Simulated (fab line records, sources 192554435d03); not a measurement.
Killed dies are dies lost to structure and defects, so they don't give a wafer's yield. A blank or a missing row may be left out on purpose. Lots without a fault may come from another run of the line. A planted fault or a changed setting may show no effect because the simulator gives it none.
A struck lot beside a sound one | flow n5_finfet | 25 steps out of a route of 1938
Sound: wafers L834.1, L834.2, L834.3. Struck: wafers L841.2, L841.3, L841.5. The cause comes at the end.
At each step with rows: each side's tool, then ch and its chambers, then its first start. Under that, the readings that differ: sound wafers | struck wafers | difference of the means | sigmas: that difference in standard deviations of wafers without a fault.
alike: readings whose means differ by less than 2 such deviations, and words and numbers that are the same on both sides. not compared: withheld readings, readings that some wafer has no value for, bounds like >300 that may hide the same value, and numbers for which the record gives no deviation and whose values overlap.
The two part at a step that has a row with sigmas, a row that says differs or no value, or rows on one side only. Numbers that don't overlap but have no deviation are shown without sigmas and don't part them. A reading that every wafer of one side lacks parts them only if that side has two wafers or more.

first, 1 step without rows for these wafers: N5_BEOL_M5_DESCUM_16 (chemistry O2, time 7 s).
N5_BEOL_M5_ETCH_72: etches underlayer in N2/H2, target depth 6.5 nm, time 5.2 s.
  sound on rie_diel-03 ch 0,2,3, day 9 17:29; struck on rie_diel-01 ch 0,2,3, day 11 09:50
  alike: drypump_motor_current_A, etch_rf_on_time_s, oes_product_au, rf_vpp_V, showerhead_plenum_p_Torr, throttle_valve_pct
  not compared: rf_hours_counter_h
then, 1 step without rows for these wafers: N5_BEOL_M5_ETCH_61 (etches SiARC in CF4, target depth 15.6 nm, time 26 s).
N5_BEOL_M5_ETCH_62: etches SOC in N2/H2, target depth 75 nm, overetch 15 nm, time 112.5 s.
  sound on rie_diel-03 ch 0,2,3, day 9 17:31; struck on rie_diel-01 ch 0,2,3, day 11 09:53
  alike: drypump_motor_current_A, oes_product_au, rf_vpp_V, showerhead_plenum_p_Torr, throttle_valve_pct
  not compared: rf_hours_counter_h
then, 4 steps without rows for these wafers: N5_BEOL_M5_STRIP_63 (strips in N2/H2); N5_BEOL_M5_STRIP_73 (strips in N2/H2); N5_BEOL_M5_STRIP_64 (strips in CF4); N5_BEOL_M5_HM_OPEN_17 (chemistry Cl2/BCl3, target TiN, target depth 20 nm, overetch 6 nm).
N5_BEOL_M5_STRIP_19: strips in O2.
  sound on rie_diel-05 ch 0,2,3, day 9 17:48; struck on rie_diel-01 ch 0,1,3, day 11 10:10
  alike: drypump_motor_current_A, oes_product_au, rf_vpp_V, showerhead_plenum_p_Torr, throttle_valve_pct
  not compared: rf_hours_counter_h
N5_BEOL_M5_CD_MEAS_18: pitch 56 nm, target cd 28 nm.
  sound on cd_sem-03, day 9 17:52; struck on cd_sem-01, day 11 10:14
  alike: cd_nm
then, 2 steps without rows for these wafers: N5_BEOL_M5_COAT_65 (time 60 s, resist thk 60 nm); N5_BEOL_M5_COAT_66 (time 60 s, resist thk 12 nm).
N5_BEOL_M5_COAT_74: time 60 s, resist thk 5 nm.
  sound on litho_track-04 ch 0, day 9 18:27; struck on litho_track-04 ch 0, day 11 10:17
  reading                | sound                | struck               | difference | sigmas
  chill_plate_temp_C (C) | 23.13 23.12 23.10    | 22.94 22.91 22.79    | -0.24      | -2
  spin_speed_rpm (rpm)   | 1498.8 1499.9 1501.2 | 1678.2 1676.8 1676.0 | +177.0     | +99 or more
then, 6 steps without rows for these wafers: N5_BEOL_M5_COAT_22 (resist thk 30 nm); N5_BEOL_M5_EBR_24; N5_BEOL_M5_SOFTBAKE_23 (time 60 s); N5_BEOL_M5_EXPOSE_25 (exposes mask V4, defocus 10 nm); N5_BEOL_M5_PEB_26 (peb time 60 s); N5_BEOL_M5_DEVELOP_27 (develop time 30 s).
N5_BEOL_M5_CD_MEAS_28: target cd 30.6 nm, target cd y 20 nm.
  sound on cd_sem-03 ch 0, day 9 18:50; struck on cd_sem-03 ch 0, day 11 10:33
  alike: cd_nm
N5_BEOL_M5_OVL_MEAS_29:
  sound on overlay-01 ch 0, day 9 18:52; struck on overlay-02 ch 0, day 11 10:35
  alike: V4_OVL
N5_BEOL_M5_INSPECT_30: inspects for defects (brightfield).
  sound on defect_inspect-02, day 9 18:56; struck on defect_inspect-02, day 11 10:38
  alike: raw_defect_count
N5_BEOL_M5_DESCUM_33: chemistry O2, time 7 s.
  sound on rie_diel-01 ch 0,1,2, day 9 19:02; struck on rie_diel-05 ch 0,2,3, day 11 10:44
  alike: bias_power_w, drypump_motor_current_A, oes_product_au, rf_vpp_V, showerhead_plenum_p_Torr, throttle_valve_pct
  not compared: rf_hours_counter_h
N5_BEOL_M5_ETCH_75: etches underlayer in N2/H2, target depth 6.5 nm, time 5.2 s.
  sound on rie_diel-01 ch 0,1,2, day 9 19:04; struck on rie_diel-05 ch 0,2,3, day 11 10:46
  reading                  | sound             | struck            | difference | sigmas
  etch_rf_on_time_s (s)    | 5.02 5.16 5.35    | 5.00 4.80 4.78    | -0.32      | -3
  throttle_valve_pct (%)   | 17.77 18.07 18.45 | 17.50 17.52 17.83 | -0.48      | -2
  model.etch.depth_nm (nm) | 5 5.004 5.002     | 4.721 4.726 4.72  | -0.280     |
  alike: drypump_motor_current_A, oes_product_au, rf_vpp_V, showerhead_plenum_p_Torr
  not compared: rf_hours_counter_h, model.CAR-EUV_of_BEOL_M5_COAT_22.thk_nm
N5_BEOL_M5_ETCH_67: etches SiARC in CF4, target depth 15.6 nm, time 26 s.
  sound on rie_diel-01 ch 0,1,2, day 9 19:05; struck on rie_diel-05 ch 0,2,3, day 11 10:47
  alike: drypump_motor_current_A, etch_rf_on_time_s, oes_product_au, rf_vpp_V, showerhead_plenum_p_Torr, throttle_valve_pct
  not compared: rf_hours_counter_h

WHERE THEY PART
First at N5_BEOL_M5_COAT_74; last, within this record, at N5_BEOL_M5_ETCH_75. Later steps at which nothing parts them and some readings are alike: N5_BEOL_M5_ETCH_67.

WHY: what the simulator had put in
Process parameter drift: litho_track-04, from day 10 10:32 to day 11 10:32, at N5_BEOL_M5_COAT_74. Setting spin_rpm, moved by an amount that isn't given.
